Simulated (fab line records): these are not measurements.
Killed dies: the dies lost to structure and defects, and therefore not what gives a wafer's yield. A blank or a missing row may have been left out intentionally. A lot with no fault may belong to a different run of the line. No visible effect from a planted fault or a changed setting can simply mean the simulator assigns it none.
Comparing a struck lot with a sound one    flow nand harc    40 out of 1159 route steps
Sound: the wafers L227.2, L227.4, L227.6. Struck: wafers L232.1, L232.4, L232.5. The cause comes at the end.
For every step that has rows: the tool of each side, followed by ch and its chambers, followed by its first start. Under that, the readings that differ: sound wafers    struck wafers    difference of the means    sigmas: that difference in standard deviations of wafers without a fault.
alike: words and numbers the same on both sides, and readings whose means are apart by under 2 such deviations; not compared: readings that were withheld, readings missing a value for some wafer, numbers with overlapping values and no deviation given by the record, and bounds like >300 which may hide the same value.
A row with sigmas, a row that says differs or no value, or rows on one side alone: a step with any of these is where the two part. Numbers that don't overlap but have no deviation are shown without sigmas and don't part them. A reading missing from all wafers of one side parts the sides only when that side holds two or more wafers.

first, 1 step without rows for these wafers: NHARC_A_CONTACT_ETCH_138 (etches the open film in C4F8/O2/Ar, time 132 s, target depth 1289 nm).
NHARC_A_CONTACT_ETCH_139: etches the open film in C4F8/O2/Ar, time 137 s, target depth 590 nm.
  sound on har cap etch-03 ch 0, day 19 06:47; struck on har cap etch-02 ch 0,1, day 20 00:19
  not compared: rf hours counter h
then, 2 steps without rows for these wafers: NHARC_A_CONTACT_ETCH_92 (etches the open film in CH3F/O2, target depth 40 nm, time 85.7 s); NHARC_A_CONTACT_ETCH_98 (etches the open film in C4F6/O2, target depth 20 nm, time 10 s).
NHARC_A_CONTACT_CD_MEAS_15:
  sound: cd sem-01 at day 19 07:25; struck: cd sem-03 at day 20 00:57
  alike: cd nm
then, 7 steps without rows for these wafers: NHARC_A_CONTACT_STRIP_107 (strips in N2/H2); NHARC_A_CONTACT_STRIP_108 (strips in CF4/CHF3); NHARC_A_CONTACT_STRIP_109 (strips in O2/COS); NHARC_A_CONTACT_ETCH_110 (etches the open film in CF4/O2, target depth 50 nm, overetch 5 nm, time 27.5 s); NHARC_A_CONTACT_STRIP_26 (strips in O2); NHARC_A_CONTACT_STRIP_27 (strips in post etch residue remover, time 600 s); NHARC_A_CONTACT_ALD_18 (deposits TiN, target thk 3 nm, pulse time 1 s, ald cycles 150).
NHARC_A_CONTACT_CVD_19: deposits W, target thk 300 nm, time 802 s.
  sound on cvd w-01 ch 0,1, day 19 09:28; struck on cvd w-01 ch 0, day 20 03:07
  alike: heater power w, throttle valve pct
then, 12 steps without rows for these wafers: NHARC_A_CONTACT_CMP_20 (polishes, t overpolish 30 s, target thk 300 nm); NHARC_A_CONTACT_SRD_22; NHARC_A_BLC_DEHYDRATE_00 (time 120 s); NHARC_A_BLC_HMDS_01 (time 30 s); NHARC_A_BLC_COAT_02 (time 75 s); NHARC_A_BLC_COAT_03 (time 65 s); NHARC_A_BLC_COAT_04 (resist thk 90 nm); NHARC_A_BLC_SOFTBAKE_05 (time 55 s); NHARC_A_BLC_EBR_06; NHARC_A_BLC_EXPOSE_07 (exposes mask A BLC, target cd 100 nm); NHARC_A_BLC_PEB_08 (peb time 65 s); NHARC_A_BLC_DEVELOP_09 (develop time 35 s).
NHARC_A_BLC_CD_MEAS_10: the cd target is 100 nm.
  sound on cd sem-02 ch 0, day 19 11:17; struck on cd sem-03 ch 0, day 20 04:48
  alike: cd nm
NHARC_A_BLC_OVL_MEAS_11:
  sound: overlay-02 at day 19 11:22; struck: overlay-01 at day 20 04:53
  alike: overlay x nm, overlay y nm
NHARC_A_BLC_DESCUM_15: chemistry O2, time 3 s.
  sound on rie diel-02 ch 1,2,3, day 19 11:28; struck on rie diel-02 ch 1,3, day 20 04:59
  alike: drypump motor current A, oes product au, rf vpp V, showerhead plenum p Torr, throttle valve pct
  not compared: rf hours counter h
then, 3 steps without rows for these wafers: NHARC_A_BLC_ETCH_16 (etches the open film in CF4, target depth 39 nm, time 65 s); NHARC_A_BLC_ETCH_17 (etches the open film in N2/H2, target depth 390 nm, time 609.38 s); NHARC_A_BLC_ETCH_18 (etches the open film in C4F8/O2/Ar, target depth 910 nm).
NHARC_A_BLC_CD_MEAS_19:
  sound: cd sem-02 at day 19 12:26; struck: cd sem-01 at day 20 05:58
  alike: cd nm
NHARC_A_BLC_STRIP_29: strips in CF4.
  sound on rie diel-02 ch 1,2,3, day 19 12:31; struck on rie diel-02 ch 1,2, day 20 06:02
reading                 sound                 struck                difference  sigmas
throttle valve pct (%)  13.269 13.280 13.267  13.301 13.305 13.300  +0.030      +3
  alike: drypump motor current A, oes product au, rf vpp V, showerhead plenum p Torr
  not compared: rf hours counter h
then, 4 steps without rows for these wafers: NHARC_A_BLC_STRIP_21 (strips in O2); NHARC_A_BLC_STRIP_22 (strips in post etch residue remover, time 600 s); NHARC_A_BLC_DEGAS_30 (time 60 s); NHARC_A_BLC_PRE_CLEAN_31 (time 15 s).
NHARC_A_BLC_PVD_32: deposits Ti, target thk 5 nm, time 17.7 s.
  sound on pvd sputter-02; struck on pvd sputter-01
  alike: substrate temp c, throttle valve pct
NHARC_A_BLC_ALD_23: deposits TiN, target thk 3 nm, pulse time 1 s, ald cycles 150.
  sound on ald metal-02 ch 1,2,3, day 19 13:19; struck on ald metal-02 ch 2,3, day 20 06:54
  alike: heater power w, precursor pulse height rel
-- jump in the record: it breaks off in module A_BLC and resumes in module END (first step shown: number 1159 of the route), and 2 days separate the struck wafers' starts before and after --
NHARC_END_SORT_01:
  sound on prober-02 ch 0, day 21 08:52; struck on prober-02 ch 0, day 22 07:27
reading          sound     struck       difference  sigmas
killed at array  13 6 8    118 109 103  +101        +8
killed dies      16 10 11  121 116 109  +103        +9
  alike: killed at other, killed at periphery, killed open, killed short

## WHERE THEY PART
First at NHARC_A_BLC_STRIP_29; last, within this record, at NHARC_END_SORT_01.

WHY: the cause the simulator had injected
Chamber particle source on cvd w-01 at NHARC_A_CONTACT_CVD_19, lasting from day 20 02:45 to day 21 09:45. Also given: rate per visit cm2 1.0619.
